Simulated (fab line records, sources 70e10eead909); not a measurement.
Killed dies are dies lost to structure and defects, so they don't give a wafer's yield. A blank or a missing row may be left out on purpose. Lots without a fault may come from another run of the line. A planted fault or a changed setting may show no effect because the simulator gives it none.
fab line records | flow nand_harc
record lots=10 wafers=30 last_day=34
route steps=1302 shown P_CONTACT@218 END@1302
lots that met no fault: from a run of the same line without faults
start_h: hours from the record's first day to the start of the lot's first wafer shown | wait_h: hours since the lot's step before | " the same as in the row above | L1.1+2: a row that stands for several wafers | - no value, or no start given | * or withheld: withheld | < > ~ a bound
route shown NAME@n: a module of which the file shows steps, and the number in the route of the first | usual: mean/standard deviation of fault-free wafers | same: alike in all rows | chamber/n: place in a boat | sites: the reading at each site | _std_site: their standard deviation | _edge_site: outer sites' mean less inner sites' | radius_mm: how far each site lies from the wafer's centre | mask NAME#n: copy n | behind: the tool/chamber that last shaped the wafer | hold: why the lot was held/for how many hours/how that ended | device: the transistor (n, p or np) that didn't switch | end of line: the same wafers' tests at the end of the route | a step without rows: its recipe alone | killed: dies lost to structure and defects at the first sort, not the wafer's yield | map: a wafer's dies, x killed, . not, _ none there
set.NAME: the setting as run; set.NAME@STEP: as run at that earlier step | model.NAME: the simulator's own value behind a step, which no gauge read
steps of the route over a sample of lots; a table a step, a row a wafer
services: from which hour (start_h, from the record's first day; less than 0 if before it) a tool's chamber was out of use, for how many hours, and why
## steps
# step NHARC_P_CONTACT_DEP_00
# recipe target_thk_a=5000 temp_c=400 pressure_torr=6.5 rf_w=900 teos_flow_sccm=161.4 flow_sccm=2650 target_thk_nm=500 gas=O2 material=SiO2
# usual chamber_pressure_Torr=6.498/0.014 heater_power_w=550/92 throttle_valve_pct=16.0/0.64
# columns lot.wafer tool chamber start_h wait_h chamber_pressure_Torr heater_power_w throttle_valve_pct
L522.2 pecvd-01 2 143.86 0.3 6.487 505 16.1
L522.5 " 2 " " 6.480 570 16.1
L522.6 " 0 " " 6.515 437 15.0
L523.1 pecvd-04 0 - - 6.485 439 16.4
L523.6 " 1 " " 6.485 572 16.2
L523.4 " 2 " " 6.501 534 17.1
L528.2 pecvd-03 2 - - 6.502 795 15.6
L528.5 " 0 " " 6.517 529 15.7
L528.4 " 2 " " 6.486 837 15.8
L529.2 pecvd-04 2 - - 6.531 689 17.1
L529.1 " 0 " " 6.482 403 16.5
L529.4 " 2 " " 6.538 701 17.1
L530.2 pecvd-03 1 - - 6.514 611 15.1
L530.3 " 2 " " 6.495 663 16.0
L530.4 " 2 " " 6.487 712 15.8
L537.1 pecvd-01 1 - - 6.470 546 16.1
L537.6 " 1 " " 6.510 555 16.4
L537.4 " 2 " " 6.489 603 16.6
L538.3 pecvd-04 1 - - 6.496 559 16.5
L538.2 " 2 " " 6.497 653 17.0
L538.5 " 0 " " 6.521 500 16.2
L540.1 pecvd-04 2 - - 6.521 626 17.1
L540.5 " 1 " " 6.498 518 16.7
L540.4 " 2 " " 6.497 640 16.9
L542.3 pecvd-01 2 - - 6.503 504 16.4
L542.4 " 0 " " 6.500 513 14.5
L542.6 " 1 " " 6.499 446 16.1
L541.3 pecvd-01 1 - - 6.490 518 15.9
L541.2 " 2 " " 6.542 529 16.2
L541.6 " 2 " " 6.504 538 16.3
# step NHARC_P_CONTACT_PEB_10
# recipe peb_temp_c=100 peb_time_s=65
# usual heater_power_total_W=156.6/0.45 plate_temp_C=100.04/0.12
# columns lot.wafer tool chamber start_h wait_h heater_power_total_W plate_temp_C
L522.2 litho_track-01 0 145.10 0.1 157.1 100.03
L522.5 " 0 " " 156.0 100.19
L522.6 " 0 " " 157.2 99.87
L523.1 litho_track-04 0 157.98 0.1 156.8 100.00
L523.4 " 0 " " 157.1 100.06
L523.6 " 0 " " 157.1 100.08
L528.2 litho_track-01 0 206.06 0.1 157.2 100.01
L528.4 " 0 " " 157.1 99.99
L528.5 " 0 " " 156.2 100.16
L529.1 litho_track-01 0 214.82 0.1 150.5 96.82
L529.2 " 0 " " 149.6 96.94
L529.4 " 0 " " 150.4 96.84
L530.2 litho_track-01 0 228.59 0.1 150.1 96.71
L530.3 " 0 " " 150.3 96.97
L530.4 " 0 " " 150.0 96.87
L537.1 litho_track-04 0 301.64 0.1 157.0 99.95
L537.4 " 0 " " 156.6 100.05
L537.6 " 0 " " 156.1 100.00
L538.2 litho_track-01 0 306.18 0.1 156.6 99.99
L538.3 " 0 " " 156.1 99.97
L538.5 " 0 " " 156.6 99.93
L540.1 litho_track-06 0 323.09 0.1 156.8 100.00
L540.4 " 0 " " 156.2 99.97
L540.5 " 0 " " 157.1 99.96
L542.3 litho_track-01 0 344.54 0.0 157.2 100.13
L542.4 " 0 " " 157.2 100.17
L542.6 " 0 " " 157.0 100.13
L541.2 litho_track-01 0 370.26 0.1 156.0 99.90
L541.3 " 0 " " 156.2 100.06
L541.6 " 0 " " 157.2 99.80
# step NHARC_P_CONTACT_CD_MEAS_12
# recipe target_cd_nm=90 landing_energy_ev=500
# usual cd_nm=89.9/0.51
# columns lot.wafer tool chamber start_h wait_h hold cd_nm
L522.2 cd_sem-01 0 145.18 - - 89.8
L522.5 " 0 " " - 90.2
L522.6 " 0 " " - 90.6
L523.1 cd_sem-02 0 158.06 - - 88.8
L523.4 " 0 " " - 89.7
L523.6 " 0 " " - 88.6
L528.2 cd_sem-02 0 206.14 - - 90.2
L528.4 " 0 " " - 89.3
L528.5 " 0 " " - 90.7
L529.1 cd_sem-01 0 214.90 - await_dispo/0.2h/release 77.4
L529.2 " 0 " " await_dispo/0.2h/release 77.7
L529.4 " 0 " " await_dispo/0.2h/release 77.3
L529.1 cd_sem-01 0 - - - 78.0
L529.2 " 0 " " - 77.7
L529.4 " 0 " " - 77.5
L530.2 cd_sem-03 0 228.67 - await_dispo/0.2h/release 79.5
L530.3 " 0 " " await_dispo/0.2h/release 79.9
L530.4 " 0 " " await_dispo/0.2h/release 79.4
L530.2 cd_sem-03 0 - - - 79.4
L530.3 " 0 " " - 79.7
L530.4 " 0 " " - 79.5
L537.1 cd_sem-03 0 301.72 - - 89.7
L537.4 " 0 " " - 90.2
L537.6 " 0 " " - 90.5
L538.2 cd_sem-01 0 306.26 - - 89.4
L538.3 " 0 " " - 89.5
L538.5 " 0 " " - 89.7
L540.1 cd_sem-02 0 323.17 - - 89.9
L540.4 " 0 " " - 89.4
L540.5 " 0 " " - 88.9
L542.3 cd_sem-01 0 344.62 - - 88.8
L542.4 " 0 " " - 89.4
L542.6 " 0 " " - 89.7
L541.2 cd_sem-03 0 370.34 - - 89.8
L541.3 " 0 " " - 89.8
L541.6 " 0 " " - 90.0
# step NHARC_P_CONTACT_ETCH_35
# recipe target_depth_a=390 over_etch_frac=0.3 time_s=65 ion_energy_ev=80 cf4_flow_sccm=150 ar_flow_sccm=0 rf_w=300 bias_w=100 chemistry=CF4
# usual bias_w=100.0/0.31 drypump_motor_current_A=5.74/0.27 oes_product_au=0.999/0.0072 rf_vpp_V=151.5/1.2 showerhead_plenum_p_Torr=1.79/0.075 throttle_valve_pct=13.282/0.0091
# columns lot.wafer tool chamber start_h wait_h bias_w drypump_motor_current_A oes_product_au rf_hours_counter_h rf_vpp_V showerhead_plenum_p_Torr throttle_valve_pct
L522.2 rie_diel-03 1 145.46 0.1 100.4 5.74 0.989 1.1 152.1 1.77 13.290
L522.6 " 3 " " 100.2 5.65 0.985 - 150.4 1.69 13.281
L522.5 " 0 " " 99.7 5.74 0.999 - 153.1 1.88 13.280
L523.4 rie_diel-10 3 158.33 0.1 100.3 5.39 0.997 5.0 151.3 1.78 13.272
L523.1 " 0 " " 99.8 6.18 1.007 4.9 150.0 1.68 13.295
L523.6 " 2 " " 99.8 5.58 1.001 - 152.0 1.89 13.275
L528.4 rie_diel-10 3 206.41 0.1 99.7 5.37 1.006 7.5 151.0 1.78 13.279
L528.2 " 2 " " 99.9 5.59 1.000 6.5 154.5 1.89 13.262
L528.5 " 3 " " 100.0 5.38 1.004 - 150.6 1.78 13.293
L529.2 rie_diel-03 2 218.83 0.1 100.1 5.57 0.991 3.3 151.1 1.88 13.298
L529.1 " 3 " " 99.6 5.65 1.003 3.5 149.2 1.69 13.295
L529.4 " 2 " " 100.2 5.58 0.992 - 150.5 1.88 13.295
L530.3 rie_diel-10 3 230.69 0.1 99.2 5.39 1.003 8.8 151.7 1.78 13.296
L530.2 " 0 " " 100.3 6.19 1.000 8.3 148.8 1.68 13.282
L530.4 " 2 " " 100.1 5.59 0.997 7.7 152.4 1.89 13.274
L537.1 rie_diel-10 0 301.99 0.1 100.4 6.20 0.997 2.0 149.5 1.68 13.284
L537.4 " 2 " " 100.5 5.60 0.996 2.5 152.2 1.89 13.285
L537.6 " 0 " " 100.4 6.17 1.010 - 149.7 1.68 13.270
L538.2 rie_diel-10 2 306.53 0.1 99.2 5.61 0.993 3.0 152.9 1.89 13.282
L538.3 " 0 " " 99.7 6.20 0.999 2.3 150.2 1.68 13.288
L538.5 " 3 " " 99.7 5.39 1.003 - 151.3 1.78 13.276
L540.4 rie_diel-10 2 323.44 0.1 100.4 5.60 0.995 5.0 152.6 1.88 13.284
L540.1 " 0 " " 100.7 6.20 1.023 3.8 150.8 1.68 13.284
L540.5 " 2 " " 99.7 5.59 1.003 - 154.7 1.88 13.283
L542.4 rie_diel-03 1 344.89 0.1 100.4 5.77 1.001 1.3 150.5 1.77 13.279
L542.3 " 2 " " 99.9 5.58 0.996 1.2 151.4 1.88 13.300
L542.6 " 0 " " 100.0 5.75 0.988 - 153.4 1.88 13.288
L541.3 rie_diel-10 1 370.63 0.1 100.4 5.76 1.001 7.8 150.7 1.81 13.294
L541.2 " 2 " " 100.5 5.56 1.006 8.0 152.2 1.88 13.287
L541.6 " 1 " " 100.0 5.73 1.005 - 152.6 1.81 13.276
# step NHARC_P_CONTACT_ETCH_18
# recipe target_depth_a=4810 time_s=240.5 c4f8_flow_sccm=20 o2_flow_sccm=10 ar_flow_sccm=withheld rf_w=600 bias_w=1500 chemistry=C4F8/O2/Ar
# usual bias_w=1500/4.4 oes_product_au=0.956/0.018 rf_vpp_V=979/6
# columns lot.wafer tool chamber start_h wait_h bias_w oes_product_au rf_hours_counter_h rf_vpp_V
L522.2 rie_diel-03 2 - - 1503 0.970 1.4 987
L522.6 " 2 " " 1500 0.966 - 988
L522.5 " 3 " " 1500 0.943 - 973
L523.4 rie_diel-10 3 - - 1502 0.943 5.3 978
L523.1 " 0 " " 1495 0.937 5.2 971
L523.6 " 0 " " 1499 0.938 - 970
L528.2 rie_diel-10 0 - - 1506 0.952 7.4 971
L528.4 " 2 " " 1500 0.935 6.7 988
L528.5 " 1 " " 1497 0.935 - 982
L529.2 rie_diel-03 1 - - 1497 0.929 3.4 979
L529.1 " 2 " " 1497 0.923 3.6 985
L529.4 " 1 " " 1505 0.926 - 978
L530.4 rie_diel-10 3 - - 1504 0.945 9.0 979
L530.2 " 0 " " 1494 0.968 8.5 971
L530.3 " 2 " " 1503 0.948 8.0 987
L537.1 rie_diel-10 2 - - 1510 0.928 2.8 987
L537.4 " 0 " " 1499 0.937 2.2 972
L537.6 " 1 " " 1496 0.923 - 983
L538.3 rie_diel-10 0 - - 1499 0.982 2.5 971
L538.2 " 2 " " 1493 0.956 3.3 988
L538.5 " 1 " " 1500 0.975 - 982
L540.1 rie_diel-10 0 - - 1508 0.958 4.1 971
L540.4 " 2 " " 1497 0.977 5.2 988
L540.5 " 0 " " 1505 0.969 - 971
L542.3 rie_diel-03 3 - - 1492 0.972 1.4 971
L542.4 " 1 " " 1491 0.958 1.4 978
L542.6 " 2 " " 1497 0.948 - 985
L541.3 rie_diel-10 0 - - 1497 0.980 7.4 972
L541.2 " 1 " " 1504 0.958 8.1 983
L541.6 " 1 " " 1503 0.961 - 982
# step NHARC_P_CONTACT_CD_MEAS_19
# usual cd_nm=89.2/1.2
# columns lot.wafer tool chamber start_h wait_h hold cd_nm
L522.2 cd_sem-01 - 146.24 - - 90.5
L522.5 " - " " - 91.2
L522.6 " - " " - 91.4
L523.1 cd_sem-03 - 159.12 - - 88.2
L523.4 " - " " - 89.6
L523.6 " - " " - 88.5
L528.2 cd_sem-02 - 207.20 - - 89.0
L528.4 " - " " - 89.1
L528.5 " - " " - 88.5
L529.1 cd_sem-03 - 219.74 - await_dispo/0.2h/release 78.6
L529.2 " - " " await_dispo/0.2h/release 76.8
L529.4 " - " " await_dispo/0.2h/release 76.0
L529.1 cd_sem-03 - 219.92 0.2 - 78.6
L529.2 " - " " - 76.7
L529.4 " - " " - 76.0
L530.2 cd_sem-01 - 231.50 - await_dispo/0.2h/release 78.9
L530.3 " - " " await_dispo/0.2h/release 79.4
L530.4 " - " " await_dispo/0.2h/release 80.6
L530.2 cd_sem-01 - 231.69 0.2 - 79.2
L530.3 " - " " - 79.5
L530.4 " - " " - 80.4
L537.1 cd_sem-01 - 302.77 - - 90.0
L537.4 " - " " - 90.9
L537.6 " - " " - 90.3
L538.2 cd_sem-02 - 307.32 - - 88.9
L538.3 " - " " - 89.4
L538.5 " - " " - 88.9
L540.1 cd_sem-01 - 324.23 - - 89.2
L540.4 " - " " - 89.3
L540.5 " - " " - 89.1
L542.3 cd_sem-02 - 345.67 - - 88.6
L542.4 " - " " - 88.4
L542.6 " - " " - 89.3
L541.2 cd_sem-03 - 371.43 - - 89.6
L541.3 " - " " - 90.1
L541.6 " - " " - 87.5
# step NHARC_END_SORT_01
# recipe temp_c=25
# usual killed_at_array=58/15 killed_at_other=0.8/1.2 killed_at_periphery=3.5/2.5 killed_dies=62/15 killed_open=3.2/1.7 killed_short=2.4/1.5
# same gross_dies=677
# columns lot.wafer tool chamber start_h wait_h hold killed_at_array killed_at_other killed_at_periphery killed_dies killed_open killed_short
L522.2 prober-02 0 582.69 2.8 - 63 5 3 71 3 6
L522.5 prober-02 0 585.10 3.7 - 70 2 0 72 3 1
L522.6 prober-02 0 585.90 4.0 - 71 0 1 72 2 4
L523.1 prober-02 0 595.15 2.5 - 86 1 1 88 2 0
L523.4 prober-02 0 597.56 3.4 - 72 2 4 78 0 3
L523.6 prober-02 0 599.16 4.0 - 80 2 4 86 3 1
L530.2 prober-01 0 647.98 2.8 await_dispo/2.0h/release 47 0 37 84 3 2
L530.3 prober-01 0 648.78 3.1 await_dispo/2.0h/release 46 0 25 71 5 2
L530.4 prober-01 0 649.58 3.4 await_dispo/2.0h/release 40 1 15 56 2 1
L529.1 prober-01 0 703.50 2.6 await_dispo/7.5h/release 33 1 50 84 2 1
L529.2 prober-01 0 704.30 2.8 await_dispo/7.5h/release 32 1 78 111 2 2
L529.4 prober-01 0 705.90 3.4 await_dispo/7.5h/release 38 0 86 124 2 2
# killed by level:class
L522.2 A_CHANNEL_HOLE_D2:chamber_film_flake=29 A_CHANNEL_HOLE_D1:chamber_film_flake=25 THIN_TSV:chamber_film_flake=4 A_CHANNEL_FILL_D1:chamber_film_flake=2 P_CONTACT:geometric_particle:open=1 P_CONTACT:geometric_particle:short=1 A_ONON_D1:geometric_particle:short=1 A_CHANNEL_FILL_D1:geometric_particle:short=1
L522.5 A_CHANNEL_HOLE_D2:chamber_film_flake=34 A_CHANNEL_HOLE_D1:chamber_film_flake=29 A_DECK1_JOINT:geometric_particle:open=1 A_WL_FILL:geometric_particle:short=1 A_M0:geometric_particle:open=1 STARTING-WAFER:geometric_particle:open=1 A_ZERO_WELL:chamber_film_flake=1 A_CHANNEL_FILL_D1:chamber_film_flake=1
L522.6 A_CHANNEL_HOLE_D1:chamber_film_flake=30 A_CHANNEL_HOLE_D2:chamber_film_flake=27 A_WL_FILL:chamber_film_flake=3 A_CHANNEL_FILL_D1:chamber_film_flake=2 A_STAIRCASE:chamber_film_flake=2 P_GATE:geometric_particle:short=1 A_ONON_D1:geometric_particle:short=1 A_DECK1_JOINT:geometric_particle:open=1
L523.1 A_CHANNEL_HOLE_D1:chamber_film_flake=29 A_SLIT:chamber_film_flake=27 A_CHANNEL_HOLE_D2:chamber_film_flake=20 A_CONTACT:chamber_film_flake=3 A_STAIRCASE:chamber_film_flake=2 A_DECK1_JOINT:chamber_film_flake=2 A_CHANNEL_HOLE_D1:geometric_particle:open=1 A_CHANNEL_FILL_D2:geometric_particle:open=1
L523.4 A_SLIT:chamber_film_flake=23 A_CHANNEL_HOLE_D1:chamber_film_flake=22 A_CHANNEL_HOLE_D2:chamber_film_flake=19 A_CONTACT:chamber_film_flake=5 P_CONTACT:chamber_film_flake=2 THIN_TSV:chamber_film_flake=2 P_M0:geometric_particle:short=1 A_DECK1_JOINT:geometric_particle:short=1
L523.6 A_SLIT:chamber_film_flake=25 A_CHANNEL_HOLE_D2:chamber_film_flake=25 A_CHANNEL_HOLE_D1:chamber_film_flake=19 A_CONTACT:chamber_film_flake=3 A_DECK1_JOINT:chamber_film_flake=2 A_STAIRCASE:chamber_film_flake=2 THIN_TSV:chamber_film_flake=2 P_M1:geometric_particle:open=1
L530.2 A_SLIT:chamber_film_flake=35 P_CONTACT:area_peb=27 P_M2:chamber_film_flake=7 A_CONTACT:chamber_film_flake=4 A_CHANNEL_HOLE_D1:chamber_film_flake=2 A_DECK1_JOINT:chamber_film_flake=2 A_STAIRCASE:chamber_film_flake=2 P_STI:geometric_particle:short=1
L530.3 A_SLIT:chamber_film_flake=26 P_CONTACT:area_peb=20 A_CHANNEL_HOLE_D1:chamber_film_flake=6 A_STAIRCASE:chamber_film_flake=3 A_CONTACT:chamber_film_flake=3 P_M2:chamber_film_flake=2 P_CONTACT:geometric_particle:short=1 P_M1:geometric_particle:open=1
L530.4 A_SLIT:chamber_film_flake=29 P_CONTACT:area_peb=9 A_CHANNEL_HOLE_D1:chamber_film_flake=5 P_M2:chamber_film_flake=3 P_M0:geometric_particle:open=2 A_CONTACT:chamber_film_flake=2 A_CHANNEL_HOLE_D1:geometric_particle:short=1 P_STI:chamber_film_flake=1
L529.1 P_CONTACT:area_peb=46 A_CHANNEL_HOLE_D2:chamber_film_flake=14 A_CHANNEL_HOLE_D1:chamber_film_flake=8 P_GATE:chamber_film_flake=3 A_STAIRCASE:chamber_film_flake=2 A_SLIT:chamber_film_flake=2 A_CHANNEL_FILL_D1:geometric_particle:open=1 A_CHANNEL_HOLE_D2:geometric_particle:short=1
L529.2 P_CONTACT:area_peb=70 A_CHANNEL_HOLE_D2:chamber_film_flake=16 A_CHANNEL_HOLE_D1:chamber_film_flake=5 P_STI:chamber_film_flake=3 P_M0:geometric_particle:open=2 P_GATE:chamber_film_flake=2 A_CHANNEL_FILL_D1:chamber_film_flake=2 A_STAIRCASE:chamber_film_flake=2
L529.4 P_CONTACT:area_peb=79 A_CHANNEL_HOLE_D2:chamber_film_flake=14 A_CHANNEL_HOLE_D1:chamber_film_flake=8 P_GATE:chamber_film_flake=6 A_SLIT:chamber_film_flake=4 A_CONTACT:chamber_film_flake=3 A_CHANNEL_FILL_D2:chamber_film_flake=2 P_M0:geometric_particle:open=1
## services
# columns tool chamber start_h hours kind
pecvd-01 - 130.23 13.0 pm
rie_diel-03 3 130.33 2.4 repair
pecvd-04 - 137.80 0.7 repair
pecvd-01 1 143.45 5.6 repair
litho_track-01 - 155.00 7.0 pm
rie_diel-03 0 163.54 60.9 repair
pecvd-03 - 185.11 13.0 pm
pecvd-01 - 187.88 0.6 repair
rie_diel-03 2 198.57 7.1 repair
rie_diel-03 1 199.51 1.9 repair
litho_track-04 - 203.00 7.0 pm
pecvd-01 1 212.20 16.5 repair
rie_diel-10 - 242.50 9.0 pm
rie_diel-03 - 246.12 0.5 repair
rie_diel-03 1 267.69 2.8 repair
pecvd-04 - 269.00 13.0 pm
rie_diel-10 1 276.91 7.7 repair
rie_diel-03 - 281.45 9.0 pm
rie_diel-10 2 297.69 3.4 repair
pecvd-04 0 299.45 1.9 repair
pecvd-01 - 311.23 13.0 pm
rie_diel-03 3 312.45 4.6 repair
rie_diel-03 - 318.86 0.4 repair
litho_track-01 - 330.00 7.0 pm
## key
first_sign step=NHARC_P_CONTACT_PEB_10 reading=plate_temp_C direction=down sigmas=26 usual=* struck=*
effect step=NHARC_P_CONTACT_PEB_10 reading=heater_power_total_W direction=down sigmas=14 usual=* struck=*
effect step=NHARC_P_CONTACT_CD_MEAS_12 reading=visit direction=added through=control_loop
effect step=NHARC_P_CONTACT_CD_MEAS_12 reading=cd_nm direction=down sigmas=22 usual=89.9 struck=78.6 through=control_loop
effect step=NHARC_P_CONTACT_CD_MEAS_19 reading=visit direction=added through=control_loop
effect step=NHARC_P_CONTACT_CD_MEAS_19 reading=cd_nm direction=down sigmas=9.1 usual=89.2 struck=78.4 through=control_loop
effect step=NHARC_END_SORT_01 reading=killed_at_periphery direction=up sigmas=18 usual=3.5 struck=48.5
more_kills_born_at NHARC_P_CONTACT_PEB_10@litho_track-01=251
met_at NHARC_P_CONTACT_PEB_10
struck_lots L529,L530
tester_left_out L529,L530
loop_trim step=NHARC_P_CONTACT_EXPOSE_09 setting=dose lots=L530
not_acting_at NHARC_P_CONTACT_DEP_00,NHARC_P_CONTACT_ETCH_35,NHARC_P_CONTACT_ETCH_18
onset_between 206.06 214.82
fault kind=process_parameter_drift tool=litho_track-01 chamber=- onset_h=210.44 steps=NHARC_P_CONTACT_PEB_10 channel=peb_temp_c offset=* shape=step end_h=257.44 acts_in=* stated=*
# tester_left_out: of these lots the tester's yield and bins aren't shown, on N5 and GAA mostly nor the transistor test; their killed dies are dies lost to structure and defects alone, not to doping, threshold or leakage, so they don't give the yield
# loop_trim: a control loop set the setting to another value than it would have without faults
